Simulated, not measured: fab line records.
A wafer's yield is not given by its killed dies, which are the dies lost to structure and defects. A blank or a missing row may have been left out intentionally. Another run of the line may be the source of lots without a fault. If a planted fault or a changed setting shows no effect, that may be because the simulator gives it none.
Chamber matching	flow n5_finfet	N5_BEOL_M7_ETCH_72 on rie_diel-05 has 4 sister chambers
The step etches underlayer in N2/H2, target depth 6.5 nm, time 5.2 s. 14 wafers are shown with their chamber, then 7 later ones without.

WAFERS PAIRED WITH THEIR CHAMBERS
wafer	chamber	drypump_motor_current_A (A)	showerhead_plenum_p_Torr (Torr)	throttle_valve_pct (%)
L075.3	2	5.9	2.56	17.9
L075.4	0	5.0	2.56	18.3
L075.6	2	5.9	2.56	17.9
L079.1	0	5.0	2.55	18.3
L079.4	1	5.9	2.47	17.5
L079.6	2	5.9	2.55	18.0
L082.2	2	5.9	2.55	17.9
L082.4	1	5.8	2.47	17.5
L082.6	0	5.0	2.55	18.3
L087.2	3	5.8	2.63	18.4
L087.3	1	5.8	2.46	17.6
L087.4	0	5.0	2.55	18.4
L089.4	2	5.9	2.54	18.0
L089.5	0	5.0	2.55	18.4

SIGNATURES (means of the wafers above)
reading	chamber 0	chamber 1	chamber 2	chamber 3	scatter within a chamber
drypump_motor_current_A	5.000	5.833	5.900	5.800	0.0258
showerhead_plenum_p_Torr	2.5520	2.4667	2.5520	2.6300	0.00653
throttle_valve_pct	18.340	17.533	17.940	18.400	0.0554
Rule: a wafer's distance from a chamber is the root of the sum, over the readings, of the square of ((its reading less the chamber's mean) divided by the reading's scatter). If the next closest chamber is less than 2 further off than the closest, the wafer can't be placed; otherwise it belongs to the closest. How the scatter is found: for the shown wafers, subtract from each reading the mean of its chamber, square and add these, divide the total by (wafers less chambers), then take the root.

WAFERS MISSING THEIR CHAMBER
wafer	drypump_motor_current_A (A)	showerhead_plenum_p_Torr (Torr)	throttle_valve_pct (%)
L089.6	5.8	2.46	17.6
L097.1	5.9	2.54	18.0
L097.3	5.8	2.46	17.6
L097.6	5.0	2.54	18.4
L096.2	5.9	2.46	17.6
L096.3	5.0	2.54	18.4
L096.4	6.0	2.54	18.0

WHICH CHAMBER EACH WENT THROUGH
wafer	from the rows above	in truth
L089.6	1	1
L097.1	2	2
L097.3	1	1
L097.6	0	0
L096.2	1	1
L096.3	0	0
L096.4	2	2
7 of 7 placed correctly. Not placeable from these rows: 0. 0 placed wrongly.
